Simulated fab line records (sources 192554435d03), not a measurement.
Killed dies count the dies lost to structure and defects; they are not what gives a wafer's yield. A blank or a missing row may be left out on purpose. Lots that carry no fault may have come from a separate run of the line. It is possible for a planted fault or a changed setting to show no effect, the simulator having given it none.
A struck lot beside a sound one    flow n5Finfet    35 out of 1938 route steps
Sound: these wafers, L560.2, L560.3, L560.6. Struck: wafers L558.3, L558.6. (L558.1 of the same lot was not struck and is left out.) The cause comes at the end.
Order at every step that has rows: each side's tool, ch and its chambers, its first start. Under that, the readings that differ: sound wafers    struck wafers    difference of the means    sigmas: that difference in standard deviations of wafers without a fault.
alike: a reading whose means differ by less than 2 such deviations, as well as words and numbers matching on both sides. not compared: withheld readings; readings where some wafer has no value; bounds like >300 that might hide an equal value; numbers whose values overlap and for which the record gives no deviation.
A row with sigmas, a row that says differs or no value, or rows on one side alone: a step with any of these is where the two part. Non-overlapping numbers with no deviation appear without sigmas and do not part them. A reading missing from all wafers of one side parts the sides only when that side holds two or more wafers.

first, 8 steps without rows for these wafers: N5_BEOL_M9_SPUTTER_48 (material Cu, target thk 12 nm, time 2 s); N5_BEOL_M9_ECD_50 (material Cu, target thk 318 nm); N5_BEOL_M9_ANNEAL_51 (time 90 s); N5_BEOL_M9_CMP_52 (polishes, stops on SiCOH lowk, t overpolish 7 s, target thk 140 nm); N5_BEOL_M9_PRE_CLEAN_55 (time 15 s); N5_BEOL_M9_DEP_56 (deposits SiCN from 3MS/NH3, target thk 15 nm, time 26.5 s); N5_BEOL_M10_ILD_DEP_00 (deposits SiCOH lowk from DEMS/porogen, target thk 308.51 nm, time 58 s); N5_BEOL_M10_CURE_71 (cures SiCOH lowk, time 240 s).
N5_BEOL_M10_PECVD_70: deposits SiO2 from TEOS/O2, target thk 20 nm, time 22.7 s.
  sound on pecvd-03 ch 0,1,2, day 16 11:20; struck on pecvd-01 ch 1, day 15 06:25
reading                                     sound                 struck         difference  sigmas
susceptorTempC (C)                          400.14 400.04 399.87  412.51 412.39  +12.43      +57
model.SiO2_of_BEOL_M10_PECVD_70.thkNm (nm)  19.8 19.6 20          18.2 18.2      -1.6        
  alike: heaterPowerW, showerheadPlenumPTorr, throttleValvePct
then, 24 steps without rows for these wafers: N5_BEOL_M10_HM_DEP_02 (deposits TiN, target thk 20 nm); N5_BEOL_M10_COAT_59 (time 60 s, resist thk 100 nm); N5_BEOL_M10_COAT_60 (time 60 s, resist thk 30 nm); N5_BEOL_M10_COAT_05 (resist thk 90 nm); N5_BEOL_M10_EBR_07; N5_BEOL_M10_SOFTBAKE_06 (time 60 s); N5_BEOL_M10_EXPOSE_08 (exposes mask M10); N5_BEOL_M10_PEB_09 (peb time 60 s); N5_BEOL_M10_DEVELOP_10 (develop time 30 s); N5_BEOL_M10_DESCUM_16 (chemistry O2, time 7.9 s); N5_BEOL_M10_ETCH_61 (etches SiARC in CF4, target depth 39 nm, time 65 s); N5_BEOL_M10_ETCH_62 (etches SOC in N2/H2, target depth 110 nm, overetch 22 nm, time 165 s); N5_BEOL_M10_STRIP_68 (strips in N2/H2); N5_BEOL_M10_STRIP_67 (strips in CF4); N5_BEOL_M10_HM_OPEN_17 (chemistry Cl2/BCl3, target TiN, target depth 20 nm, overetch 6 nm); N5_BEOL_M10_STRIP_19 (strips in O2); N5_BEOL_M10_COAT_63 (time 60 s, resist thk 100 nm); N5_BEOL_M10_COAT_64 (time 60 s, resist thk 30 nm); N5_BEOL_M10_COAT_22 (resist thk 90 nm); N5_BEOL_M10_EBR_24; N5_BEOL_M10_SOFTBAKE_23 (time 60 s); N5_BEOL_M10_EXPOSE_25 (exposes mask V9); N5_BEOL_M10_PEB_26 (peb time 60 s); N5_BEOL_M10_DEVELOP_27 (develop time 30 s).
N5_BEOL_M10_HM_STRIP_39: strips TiN in peroxide tin strip, target depth 25 nm, time 158 s.
  sound on wetBench-04 ch 0,1,6, day 16 14:57; struck on wetBench-04 ch 2,5, day 15 09:11
reading                                     sound           struck  difference  sigmas
model.SiO2_of_BEOL_M10_PECVD_70.thkNm (nm)  19.6 19.4 19.8  18 18   -2          
N5_BEOL_M10_CMP_52: polishes, stops on SiCOH lowk, t overpolish 7 s, target thk 140 nm.
  sound on cmp-04 ch 1,2,3, day 16 20:04; struck on cmp-01 ch 2,3, day 15 12:11
reading                    sound           struck     difference  sigmas
barrierFieldEndpointS (s)  28.6 28.4 29.7  25.8 26.5  -2.8        -5
  alike: motorCurrentA

## WHERE THEY PART
Last at N5_BEOL_M10_CMP_52 as far as this record goes, first at N5_BEOL_M10_PECVD_70.

WHY: what the simulator had put in
pecvd-01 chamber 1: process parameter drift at N5_BEOL_M10_PECVD_70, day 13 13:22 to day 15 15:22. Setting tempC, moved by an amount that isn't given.
